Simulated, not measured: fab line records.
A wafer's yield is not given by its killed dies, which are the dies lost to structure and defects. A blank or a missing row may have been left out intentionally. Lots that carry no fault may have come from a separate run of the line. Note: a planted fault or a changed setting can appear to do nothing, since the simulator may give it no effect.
fab line records	flow n5_finfet
[record] lots = 12	wafers = 33	last_day = 19
route steps=1938 shown BEOL_M4@1090 BEOL_M5@1112
lots with no fault: from the same line, run without faults
start_h: start of the lot's first displayed wafer, in hours after the record's first day	wait_h: hours elapsed since this lot's preceding step	" as in the row above	L1.1+2: a single row standing in for several wafers	- no value, or no start was given	* or withheld: withheld	< > ~ a bound
route shown NAME@n: names a module that has steps shown in the file, with the first one's number in the route	usual: mean/standard deviation taken from wafers without a fault	same: alike in all rows	chamber/n: place in a boat	sites: the reading at each site	_std_site: the values' standard deviation	_edge_site: mean of outer sites minus mean of inner sites	radius_mm: how far each site lies from the wafer's centre	mask NAME#n: copy n	behind: the last tool/chamber to shape the wafer	hold: cause of the lot's hold/its duration in hours/its outcome	device: transistor that didn't switch, given as n, p or np	end of line: tests of these same wafers at the route's end	a step with no rows: only its recipe	killed: at the first sort, the dies lost to defects and structure; wafer yield is something else	map: a wafer's dies, marking killed ones x, the rest . and places with no die _
set.NAME: the setting that was run; set.NAME@STEP: the one run at that earlier step	model.NAME: the simulator's own value behind a step, which no gauge read
a sample of lots followed through the steps of the route, with each step as a table and each wafer as a row
services: the hour from which a tool's chamber was out of use, counted from the record's first day as start_h (under 0 if before that day), plus the number of hours and why
[[steps]]
[step N5_BEOL_M4_SPUTTER_86]
[recipe] material = Cu	target_thk_a = 45	temp_c = -20	chamber_pressure_pa = 0.07	power_w = withheld	time_s = 8.29
[usual] throttle_valve_pct = 29.6/1
lot.wafer	tool	chamber	start_h	wait_h	throttle_valve_pct
L290.2	pvd_sputter-02	-	200.18	0.1	29.5
L290.3	"	-	"	"	29.2
L288.1	pvd_sputter-03	-	202.13	0.1	29.5
L288.3	"	-	"	"	29.9
L288.5	"	-	"	"	30.3
L289.1	pvd_sputter-02	-	205.23	0.1	30.2
L289.4	"	-	"	"	29.2
L289.6	"	-	"	"	28.0
L291.2	pvd_sputter-03	-	205.51	0.1	30.5
L291.3	"	-	"	"	28.1
L291.4	"	-	"	"	29.6
L292.1	pvd_sputter-03	-	229.96	0.1	30.0
L292.3	"	-	"	"	29.5
L292.6	"	-	"	"	28.4
L293.2	pvd_sputter-01	-	234.52	0.1	30.4
L293.3	"	-	"	"	31.7
L293.5	"	-	"	"	31.4
L297.1	pvd_sputter-02	-	258.86	0.1	28.2
L297.4	"	-	"	"	28.6
L299.5	pvd_sputter-01	-	270.63	0.0	31.7
L299.6	"	-	"	"	30.7
L306.2	pvd_sputter-03	-	302.38	0.1	30.1
L306.3	"	-	"	"	29.4
L306.6	"	-	"	"	29.2
L308.3	pvd_sputter-03	-	313.70	0.1	29.9
L308.5	"	-	"	"	30.0
L308.6	"	-	"	"	30.5
L307.1	pvd_sputter-01	-	319.84	0.1	30.5
L307.3	"	-	"	"	31.5
L307.5	"	-	"	"	31.5
L310.3	pvd_sputter-03	-	335.78	0.1	29.3
L310.4	"	-	"	"	28.5
L310.5	"	-	"	"	30.2
[step N5_BEOL_M4_ANNEAL_93]
[recipe] temp_c = 400	time_s = 240	ambient = vacuum
[usual] heater_power_w = 845/56
lot.wafer	tool	chamber	start_h	wait_h	heater_power_w
L290.2	pvd_sputter-02	-	200.92	0.0	777
L290.3	"	-	"	"	829
L288.1	pvd_sputter-03	-	202.87	0.0	835
L288.3	"	-	"	"	924
L288.5	"	-	"	"	808
L289.1	pvd_sputter-02	-	205.97	0.0	952
L289.4	"	-	"	"	828
L289.6	"	-	"	"	799
L291.2	pvd_sputter-03	-	206.25	0.0	792
L291.3	"	-	"	"	912
L291.4	"	-	"	"	798
L292.1	pvd_sputter-03	-	230.70	0.0	911
L292.3	"	-	"	"	816
L292.6	"	-	"	"	904
L293.2	pvd_sputter-01	-	235.26	0.0	796
L293.3	"	-	"	"	857
L293.5	"	-	"	"	836
L297.1	pvd_sputter-02	-	259.60	0.0	816
L297.4	"	-	"	"	844
L299.5	pvd_sputter-01	-	271.40	0.1	837
L299.6	"	-	"	"	796
L306.2	pvd_sputter-03	-	303.12	0.0	798
L306.3	"	-	"	"	813
L306.6	"	-	"	"	803
L308.3	pvd_sputter-03	-	314.44	0.0	918
L308.5	"	-	"	"	910
L308.6	"	-	"	"	785
L307.1	pvd_sputter-01	-	320.58	0.0	799
L307.3	"	-	"	"	874
L307.5	"	-	"	"	864
L310.3	pvd_sputter-03	-	336.52	0.0	800
L310.4	"	-	"	"	940
L310.5	"	-	"	"	935
[step N5_BEOL_M4_ANNEAL_95]
[recipe] temp_c = 400	time_s = 240	ambient = vacuum
[usual] heater_power_w = 845/56
lot.wafer	tool	chamber	start_h	wait_h	heater_power_w
L290.2	pvd_sputter-02	-	201.14	0.0	757
L290.3	"	-	"	"	851
L288.1	pvd_sputter-03	-	203.09	0.0	807
L288.3	"	-	"	"	907
L288.5	"	-	"	"	789
L289.1	pvd_sputter-02	-	206.19	0.0	970
L289.4	"	-	"	"	834
L289.6	"	-	"	"	847
L291.2	pvd_sputter-03	-	206.47	0.0	796
L291.3	"	-	"	"	931
L291.4	"	-	"	"	786
L292.1	pvd_sputter-03	-	230.92	0.0	915
L292.3	"	-	"	"	812
L292.6	"	-	"	"	918
L293.2	pvd_sputter-01	-	235.48	0.0	809
L293.3	"	-	"	"	860
L293.5	"	-	"	"	809
L297.1	pvd_sputter-02	-	259.82	0.0	820
L297.4	"	-	"	"	832
L299.5	pvd_sputter-01	-	271.62	0.1	881
L299.6	"	-	"	"	790
L306.2	pvd_sputter-03	-	303.34	0.0	801
L306.3	"	-	"	"	800
L306.6	"	-	"	"	810
L308.3	pvd_sputter-03	-	314.66	0.0	918
L308.5	"	-	"	"	923
L308.6	"	-	"	"	809
L307.1	pvd_sputter-01	-	320.80	0.0	806
L307.3	"	-	"	"	840
L307.5	"	-	"	"	852
L310.3	pvd_sputter-03	-	336.74	0.0	817
L310.4	"	-	"	"	934
L310.5	"	-	"	"	917
[step N5_BEOL_M5_ILD_DEP_00]
[recipe] material = SiCOH_lowk	target_thk_a = 1406.4	temp_c = 300	precursor = DEMS/porogen	pressure_torr = 5	rf_w = 500	time_s = 25.9
[usual] heater_power_w = 325/68	showerhead_plenum_p_Torr = 5.740/0.02	throttle_valve_pct = 13.6/0.65
lot.wafer	tool	chamber	start_h	wait_h	heater_power_w	showerhead_plenum_p_Torr	since_wet_clean_h	throttle_valve_pct
L290.2	pecvd-04	0	203.36	0.7	330	5.728	444	12.9
L290.3	"	2	"	"	298	5.754	334	13.2
L288.1	pecvd-04	0	205.98	0.8	321	5.726	447	13.2
L288.3	"	2	"	"	292	5.761	337	13.1
L288.5	"	2	"	"	294	5.746	-	12.9
L289.1	pecvd-04	1	208.66	0.8	276	5.716	1819	14.7
L289.4	"	1	"	"	279	5.723	-	14.9
L289.6	"	2	"	"	283	5.770	-	13.2
L291.2	pecvd-04	0	208.78	0.7	330	5.741	450	12.9
L291.3	"	1	"	"	253	5.726	1819	15.0
L291.4	"	2	"	"	271	5.753	-	13.1
L292.1	pecvd-04	2	233.27	0.8	287	5.745	364	12.9
L292.3	"	2	"	"	295	5.760	-	13.2
L292.6	"	0	"	"	331	5.744	-	13.3
L293.2	pecvd-02	0	237.69	0.7	399	5.696	760	13.0
L293.3	"	1	"	"	306	5.740	-	13.9
L293.5	"	1	"	"	318	5.759	-	14.0
L297.1	pecvd-04	2	262.03	0.8	259	5.752	393	12.9
L297.4	"	1	"	"	284	5.727	-	14.8
L299.5	pecvd-04	0	273.78	0.2	291	5.734	-	13.0
L299.6	"	1	"	"	235	5.739	-	14.8
L306.2	pecvd-02	1	305.57	0.7	301	5.741	1553	14.2
L306.3	"	2	"	"	459	5.717	64	13.8
L306.6	"	2	"	"	459	5.727	-	14.0
L308.3	pecvd-02	0	316.87	0.5	386	5.714	839	13.1
L308.5	"	0	"	"	391	5.715	-	13.1
L308.6	"	2	"	"	417	5.717	-	13.8
L307.1	pecvd-01	2	323.01	0.8	409	5.733	273	13.2
L307.3	"	0	"	"	361	5.756	1027	13.2
L307.5	"	1	"	"	255	5.766	-	14.0
L310.3	pecvd-02	0	339.02	0.5	332	5.705	-	13.3
L310.4	"	2	"	"	468	5.695	-	13.8
L310.5	"	0	"	"	331	5.712	-	13.0
[step N5_BEOL_M5_THK_MEAS_01]
[recipe] reads = SiCOH_lowk_of_BEOL_M5_ILD_DEP_00
[usual] M5_ILD_THK = 120.9/1.7
lot.wafer	tool	chamber	start_h	wait_h	M5_ILD_THK[nm]
L290.2	film_metro-01	-	204.41	0.7	122.4
L290.3	"	-	"	"	123.7
L288.1	film_metro-01	-	206.55	0.4	118.8
L288.3	"	-	"	"	119.4
L288.5	"	-	"	"	121.2
L289.1	film_metro-01	-	209.23	0.4	121.6
L289.4	"	-	"	"	123.5
L289.6	"	-	"	"	121.8
L291.2	film_metro-02	-	209.35	0.4	117.6
L291.3	"	-	"	"	120.5
L291.4	"	-	"	"	117.9
L292.1	film_metro-01	-	233.92	0.4	120.8
L292.3	"	-	"	"	122.5
L292.6	"	-	"	"	121.5
L293.2	film_metro-01	-	238.28	0.4	119.4
L293.3	"	-	"	"	122.4
L293.5	"	-	"	"	122.9
L297.1	film_metro-02	-	262.60	0.4	118.8
L297.4	"	-	"	"	95.6
L299.5	film_metro-01	-	274.34	0.1	120.6
L299.6	"	-	"	"	95.8
L306.2	film_metro-02	-	306.73	0.4	122.3
L306.3	"	-	"	"	119.1
L306.6	"	-	"	"	121.2
L308.3	film_metro-01	-	317.44	0.3	120.5
L308.5	"	-	"	"	122.8
L308.6	"	-	"	"	119.8
L307.1	film_metro-01	-	323.58	0.4	120.1
L307.3	"	-	"	"	119.8
L307.5	"	-	"	"	122.0
L310.3	film_metro-02	-	339.60	0.3	123.3
L310.4	"	-	"	"	119.9
L310.5	"	-	"	"	122.2
[[services]]
tool	chamber	start_h	hours	kind
pvd_sputter-02	-	183.42	2.3	repair
pecvd-04	0	185.76	4.8	repair
pecvd-01	-	188.11	1.8	repair
pecvd-02	0	192.78	19.7	repair
pecvd-01	0	206.51	20.5	repair
pecvd-02	2	212.45	-	clean
pecvd-02	2	212.45	-	consumable_replace:showerhead
pecvd-02	2	212.45	29.0	scheduled_down
pecvd-02	2	212.45	29.0	vent_cycle
pecvd-01	2	217.49	2.1	scheduled_down
pecvd-04	-	224.36	1.5	repair
pecvd-04	-	305.66	14.0	repair
pecvd-02	1	324.87	29.1	repair
pecvd-01	1	331.69	-	calibration
[[key]]
[first_sign] step = N5_BEOL_M5_THK_MEAS_01	reading = M5_ILD_THK	direction = down	sigmas = 15	usual = 120.9	struck = 95.7
effect none on later readings
met_at N5_BEOL_M5_ILD_DEP_00
struck_lots L297,L299
struck_wafers L297.4,L299.6
not_acting_at N5_BEOL_M4_SPUTTER_86,N5_BEOL_M4_ANNEAL_93,N5_BEOL_M4_ANNEAL_95
onset_between 233.27 262.03
[fault] kind = process_parameter_drift	tool = pecvd-04	chamber = -	onset_h = 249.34	steps = N5_BEOL_M5_ILD_DEP_00	channel = time_s	offset = *	shape = step	end_h = 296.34	scope = struck_wafers_only	acts_in = *	stated = *
